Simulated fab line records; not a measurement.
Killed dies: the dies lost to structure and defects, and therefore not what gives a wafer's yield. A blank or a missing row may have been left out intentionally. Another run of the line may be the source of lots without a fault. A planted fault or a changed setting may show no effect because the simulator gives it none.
What tool caused it? / flow n5 finfet / 21 wafers from 7 lots sampled at 3 of the route's 1938 steps

## WHAT EACH GAUGE READ, for each wafer
N5_BEOL_M13_CD_MEAS_28: target cd 209.5 nm.
lot=L558; measured=day 12 14:02; on=cd sem-01; cd nm (nm)=207.9 211.2 207.9
lot=L559; measured=day 13 06:43; on=cd sem-01; cd nm (nm)=210.3 209.7 210.2
lot=L572; measured=day 16 00:44; on=cd sem-01; cd nm (nm)=202.7 202.7 202.2
lot=L573; measured=day 16 01:38; on=cd sem-03; cd nm (nm)=203.1 204.8 203.0
lot=L576; measured=day 16 19:07; on=cd sem-02; cd nm (nm)=210.9 209.3 211.1
lot=L575; measured=day 16 19:16; on=cd sem-03; cd nm (nm)=211.6 210.2 208.8
lot=L577; measured=day 17 11:08; on=cd sem-01; cd nm (nm)=210.0 209.2 210.7

## TOOL THAT RAN EACH LOT (tool first, then ch and the chambers of the sampled wafers, then the start)
lot=L558; N5_BEOL_M13_DESCUM_15=rie diel-04 ch 0,2, day 12 13:11; N5_BEOL_M13_EXPOSE_25=krf scanner-01 ch 0, day 12 13:52
lot=L559; N5_BEOL_M13_DESCUM_15=rie diel-01 ch 0,2, day 13 05:51; N5_BEOL_M13_EXPOSE_25=krf scanner-01 ch 0, day 13 06:32
lot=L572; N5_BEOL_M13_DESCUM_15=rie diel-04 ch 2,3, day 15 23:45; N5_BEOL_M13_EXPOSE_25=krf scanner-01 ch 0, day 16 00:34
lot=L573; N5_BEOL_M13_DESCUM_15=rie diel-06 ch 0,1, day 16 00:39; N5_BEOL_M13_EXPOSE_25=krf scanner-01 ch 0, day 16 01:28
lot=L576; N5_BEOL_M13_DESCUM_15=rie diel-06 ch 1,2,3, day 16 18:08; N5_BEOL_M13_EXPOSE_25=krf scanner-02 ch 0, day 16 18:57
lot=L575; N5_BEOL_M13_DESCUM_15=rie diel-04 ch 0,1,2, day 16 18:25; N5_BEOL_M13_EXPOSE_25=krf scanner-02 ch 0, day 16 19:05
lot=L577; N5_BEOL_M13_DESCUM_15=rie diel-01 ch 0,1,2, day 17 10:10; N5_BEOL_M13_EXPOSE_25=krf scanner-02 ch 0, day 17 10:58
- N5_BEOL_M13_DESCUM_15: chemistry O2, time 7.9 s.
- N5_BEOL_M13_EXPOSE_25: exposes mask M13, target cd 210 nm.

## THE ANSWER, worked out from the rows above alone
Rule: usual is defined by the lots themselves. Put in order of their means at a reading, lots are off if they are a third of the lots or fewer, leave a main group of 4 or more, and stand apart from it by a gap of 3 or more times the standard deviation of the main group's means; of several such gaps the widest counts. Not used: any main group whose means are identical at the precision the tables above print for the reading. Also off: a lot with no number at a reading for which 4 or more lots have one. Any other lot the step has rows for is counted as sound.
Off: L572, L573 (N5_BEOL_M13_CD_MEAS_28, cd nm). Main group: mean 209.9 nm, sd 0.49.
A tool fits if, at a process step before that reading, it ran every lot that is off, and no sound lot after the first of them. Those tools and the gauges at N5_BEOL_M13_CD_MEAS_28 are tried in the same way. One candidate fits, namely krf scanner-01 at N5_BEOL_M13_EXPOSE_25. Its last sound lot is L559 (day 13 06:32), its first lot that is off L572 (day 16 00:34): a fault that began between those two fits.

## WHAT THE SIMULATOR HAD PUT IN
Process parameter drift: krf scanner-01, from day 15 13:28 on, at N5_BEOL_M13_EXPOSE_25. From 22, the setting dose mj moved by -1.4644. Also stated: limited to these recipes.
Struck lots among those shown: L572, L573. The rule above found the same.
